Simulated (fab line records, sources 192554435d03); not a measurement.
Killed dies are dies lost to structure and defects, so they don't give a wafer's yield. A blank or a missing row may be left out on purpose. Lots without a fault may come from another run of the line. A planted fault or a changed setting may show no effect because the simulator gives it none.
Split-lot experiment | flow n5_finfet | 7 lots, 39 wafers read, on a route of 1938 steps

THE SPLIT
At N5_BEOL_M0_SAQP_SPACER1_ALD_98 (deposits SiO2, target thk 12.8 nm, pulse time 1 s, purge time 2 s), the setting ald_cycles was moved away from the recipe's 138 on 18 of the 39 wafers read, by -44.9% to +51.4%. The other wafers ran this setting at the recipe's value.

FROM THE SPLIT TO THE READING: what the file shows between them, 2 steps
- N5_BEOL_M0_SAQP_SPACER1_ETCHBACK_99: etches SiO2 in CHF3/O2, target depth 15.4 nm, time 7.7 s
- N5_BEOL_M0_SAQP_MANDREL1_REMOVE_100: chemistry HBr/Cl2/O2, target a-Si, stops on SiNx, bt time 10 s

THE READING
cd_nm, in nm, at N5_BEOL_M0_SAQP_CD_MEAS_25 (target cd 13.1 nm). Fault-free wafers of this fab line usually give 12.75 nm, standard deviation 0.26 nm.

wafer  | tool, chamber at the split | ald_cycles as run | against the recipe | cd_nm, nm | against lot-mates on the recipe
L076.1 | ald_sin-01, 2,0,0          | 183               | +32.6%             | 16.82     | +4.22
L076.2 | ald_sin-01, 2,0,0          | 183               | +32.6%             | 16.91     | +4.31
L076.3 | ald_sin-01, 1              | 138               | recipe             | 12.95     | -
L076.4 | ald_sin-01, 3              | 138               | recipe             | 12.47     | -
L076.5 | ald_sin-01, 3              | 138               | recipe             | 12.38     | -
L076.6 | ald_sin-01, 2,0,0          | 183               | +32.6%             | 17.34     | +4.74
L077.2 | ald_sin-03, 2,0,1          | 138               | recipe             | 12.76     | -
L077.3 | ald_sin-03, 2,0,1          | 138               | recipe             | 12.88     | -
L077.6 | ald_sin-03, 2,0,1          | 138               | recipe             | 12.57     | -
L083.1 | ald_sin-04, 2,1,0          | 108               | -21.7%             | 9.88      | -2.90
L083.2 | ald_sin-04, 2,1,0          | 108               | -21.7%             | 10.13     | -2.65
L083.3 | ald_sin-04, 2,1,0          | 108               | -21.7%             | 10.24     | -2.54
L083.4 | ald_sin-04, 3,2,1          | 138               | recipe             | 12.98     | -
L083.5 | ald_sin-04, 3,2,1          | 138               | recipe             | 12.37     | -
L083.6 | ald_sin-04, 3,2,1          | 138               | recipe             | 12.99     | -
L085.1 | ald_sin-03, 3              | 138               | recipe             | 13.33     | -
L085.2 | ald_sin-03, 2,0            | 138               | recipe             | 12.62     | -
L085.3 | ald_sin-03, 2,0            | 138               | recipe             | 12.41     | -
L085.4 | ald_sin-03, 1,2,3          | 112               | -18.8%             | 9.98      | -2.81
L085.5 | ald_sin-03, 1,2,3          | 112               | -18.8%             | 10.30     | -2.49
L085.6 | ald_sin-03, 1,2,3          | 112               | -18.8%             | 10.57     | -2.22
L090.1 | ald_sin-01, 1,2,2          | 138               | recipe             | 12.42     | -
L090.2 | ald_sin-01, 0,3,1          | 209               | +51.4%             | 19.14     | +6.60
L090.3 | ald_sin-01, 1,2,2          | 138               | recipe             | 12.73     | -
L090.4 | ald_sin-01, 0,3,1          | 209               | +51.4%             | 19.16     | +6.62
L090.5 | ald_sin-01, 1,2,2          | 138               | recipe             | 12.48     | -
L090.6 | ald_sin-01, 0,3,1          | 209               | +51.4%             | 19.05     | +6.51
L091.1 | ald_sin-03, 0,1,3          | 76                | -44.9%             | 6.90      | -5.79
L091.2 | ald_sin-03, 0,1,3          | 76                | -44.9%             | 7.27      | -5.42
L091.3 | ald_sin-03, 2,0,3          | 138               | recipe             | 12.86     | -
L091.4 | ald_sin-03, 0,1,3          | 76                | -44.9%             | 7.25      | -5.44
L091.5 | ald_sin-03, 2,0,3          | 138               | recipe             | 12.57     | -
L091.6 | ald_sin-03, 2,0,3          | 138               | recipe             | 12.63     | -
L096.1 | ald_sin-04, 1,0            | 138               | recipe             | 13.34     | -
L096.2 | ald_sin-04, 1,0            | 138               | recipe             | 12.39     | -
L096.3 | ald_sin-04, 0,1            | 77                | -44.2%             | 7.01      | -5.92
L096.4 | ald_sin-04, 1              | 138               | recipe             | 13.05     | -
L096.5 | ald_sin-04, 0,1            | 77                | -44.2%             | 7.09      | -5.84
L096.6 | ald_sin-04, 0              | 77                | -44.2%             | 7.45      | -5.48
Where a row lists several chambers, the file gives one row for several wafers and doesn't say which wafer went through which chamber.

THE FIT
A straight line over all 39 wafers: cd_nm changes by +0.126 nm for each +1% of ald_cycles; r = +1.00; the points scatter about the line by 0.27 nm.
The same after taking each lot's own level away (the mean of its wafers on the recipe; 39 wafers): +0.128 nm for each +1%; r = +1.00; scatter 0.26 nm.
On that fit, the largest move of ald_cycles shifts the reading by 6.6 nm.
The lots' own levels span 12.543 to 12.927 nm, that is 1.5 times the standard deviation above.
So the lot-to-lot level changes the slope little: the two slopes agree.
Check: with one of the wafers moved furthest among these (+51.4%) left out of the fit, the line predicts +6.64 nm for it against its lot-mates. It came out at +6.6 nm against them.

OTHER SPLITS ON THESE WAFERS
These wafers also went through other splits before the reading. Each is held against what the fit with the lots' levels taken away leaves over:
other split on the same wafers          | wafers away from the commonest value | r with cd_nm (lot level and that fit taken away)
N5_FIN_SAQP_SPACER2_ALD_28 target_thk_a | 15                                   | -0.16
N5_DUMMY_GATE_ETCH_44 target_depth_a    | 12                                   | -0.07
N5_HKMG_FIN_ALD_71 ald_cycles           | 15                                   | -0.16

THE WHOLE CHAIN: every reading that the file lists as answering this split, in the file's order
step                                | what it does                                                      | reading                                                                                     | change (the file's fit)               | r (the file's)
N5_BEOL_M0_SAQP_SPACER1_ALD_98      | deposits SiO2, target thk 12.8 nm, pulse time 1 s, purge time 2 s | SiO2_of_BEOL_M0_SAQP_SPACER1_ALD_98.thk_nm (the simulator's own value, which no gauge read) | +0.129 nm for each +1% of the setting | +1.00
N5_BEOL_M0_SAQP_MANDREL1_REMOVE_100 | chemistry HBr/Cl2/O2, target a-Si, stops on SiNx, bt time 10 s    | BEOL_M0_SAQP.cd_nm (the simulator's own value, which no gauge read)                         | +0.13 nm for each +1% of the setting  | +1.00
N5_BEOL_M0_SAQP_MANDREL1_REMOVE_100 | chemistry HBr/Cl2/O2, target a-Si, stops on SiNx, bt time 10 s    | SiO2_of_BEOL_M0_SAQP_SPACER1_ALD_98.thk_nm (the simulator's own value, which no gauge read) | +0.113 nm for each +1% of the setting | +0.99
N5_BEOL_M0_SAQP_CD_MEAS_25          | target cd 13.1 nm                                                 | cd_nm                                                                                       | +0.128 nm for each +1% of the setting | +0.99

THE FILE'S OWN FIT
cd_nm changes by +0.128 nm for each +1% of ald_cycles, r = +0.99.
